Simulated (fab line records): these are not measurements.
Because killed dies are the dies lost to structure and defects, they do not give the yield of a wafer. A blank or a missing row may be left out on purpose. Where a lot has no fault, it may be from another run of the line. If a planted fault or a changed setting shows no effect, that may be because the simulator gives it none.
Struck lot and sound lot, side by side + flow n5-finfet + 16 steps out of a route of 1938
Sound: wafers L142.1, L142.4, L142.5. Struck: wafers L147.5, L147.6 (left out: L147.4, a lot-mate that was not struck); the cause follows at the end.
Order at every step that has rows: each side's tool, ch and its chambers, its first start. Under that, the readings that differ: sound wafers + struck wafers + difference of the means + sigmas: that difference in standard deviations of wafers without a fault.
alike: words and numbers the same on both sides, and readings whose means are apart by under 2 such deviations; not compared: readings that were withheld, readings missing a value for some wafer, numbers with overlapping values and no deviation given by the record, and bounds like >300 which may hide the same value.
The two part at a step that has a row with sigmas, a row that says differs or no value, or rows on one side only. When numbers do not overlap yet have no deviation, they are printed without sigmas and do not part them. Lack of a reading on every wafer of one side parts them only where that side has two or more wafers.

N5_BEOL_M4_ETCH_41: etches SiCN in CH3F/O2, target depth 29.9 nm, time 52.5 s.
  sound: rie-diel-03 ch 0,1,2; struck: rie-diel-03 ch 1,3
  alike: chamber-pressure-mTorr, drypump-motor-current-A, oes-product-au, rf-vpp-V, showerhead-plenum-p-Torr, throttle-valve-pct
  not compared: rf-hours-counter-h
N5_BEOL_M4_STRIP_97: strips in N2/H2, time 10 s.
  sound: rie-diel-03 ch 0,1,2; struck: rie-diel-03 ch 1,3
  alike: chamber-pressure-mTorr, drypump-motor-current-A, oes-product-au, rf-vpp-V, showerhead-plenum-p-Torr, throttle-valve-pct
  not compared: rf-hours-counter-h
N5_BEOL_M4_OCD_MEAS_38:
  sound on ocd-01 at day 10 02:05; struck on ocd-02 at day 10 15:52
  alike: trench-depth-nm
then, 4 steps without rows for these wafers: N5_BEOL_M4_HM_STRIP_39 (strips TiN in peroxide tin strip, target depth 25 nm, time 158 s); N5_BEOL_M4_SRD_40 (time 30 s); N5_BEOL_M4_PRECLEAN_42 (cleans in residue remover, time 60 s); N5_BEOL_M4_SRD_43 (time 30 s).
N5_BEOL_M4_CD_MEAS_35: target cd 18 nm, target cd y 22.4 nm.
  sound on cd-sem-02 at day 10 02:14; struck on cd-sem-01 at day 10 16:01
  alike: cd-nm
N5_BEOL_M4_DEGAS_44: time 60 s.
  sound on pvd-sputter-01 at day 10 02:43; struck on pvd-sputter-01 at day 10 16:05
  alike: heater-power-w
N5_BEOL_M4_PRE_CLEAN_45: time 30 s.
  sound on pvd-sputter-01 at day 10 02:45; struck on pvd-sputter-01 at day 10 16:07
  alike: heater-power-w
then, 1 step without rows for these wafers: N5_BEOL_M4_ALD_84 (deposits TaN, pulse time 2 s, purge time 3 s, co reactant purge time 2 s).
N5_BEOL_M4_SURFACE_TREAT_85:
  sound on pvd-sputter-02 at day 10 03:10; struck on pvd-sputter-03 at day 10 16:27
  not compared: throttle-valve-pct
N5_BEOL_M4_CVD_47: deposits Co from CCTBA/H2, target thk 3 nm, time 223.8 s.
  sound on cvd-co-01 ch 0,1, day 10 03:14; struck on cvd-co-01 ch 0,2, day 10 16:52
| reading          | sound             | struck      | difference | sigmas      |
|------------------|-------------------|-------------|------------|-------------|
| run-length-s (s) | 246.7 247.3 246.8 | 169.2 168.7 | -78.0      | -99 or more |
  not compared: since-wet-clean-h
then, 1 step without rows for these wafers: N5_BEOL_M4_SPUTTER_48 (material Cu, target thk 4.5 nm, time 8.29 s).
N5_BEOL_M4_RC_MEAS_101:
  sound on prober-02 ch 0, day 10 06:43; struck on prober-02 ch 0, day 10 20:22
  alike: DIBL_N, DIBL_P, IOFF_N, IOFF_P, ION_N, ION_P, SS_N, SS_P, VT_N, VT_P
N5_PASSIVATION_PROBE_49:
  the record has rows for the sound wafers here (prober-01, day 14 16:52) and none for the struck ones

WHERE THEY PART
Last at N5_PASSIVATION_PROBE_49 as far as this record goes, first at N5_BEOL_M4_CVD_47.

WHY: what the simulator had put in
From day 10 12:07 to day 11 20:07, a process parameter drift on cvd-co-01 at N5_BEOL_M4_CVD_47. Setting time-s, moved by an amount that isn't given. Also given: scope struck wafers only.
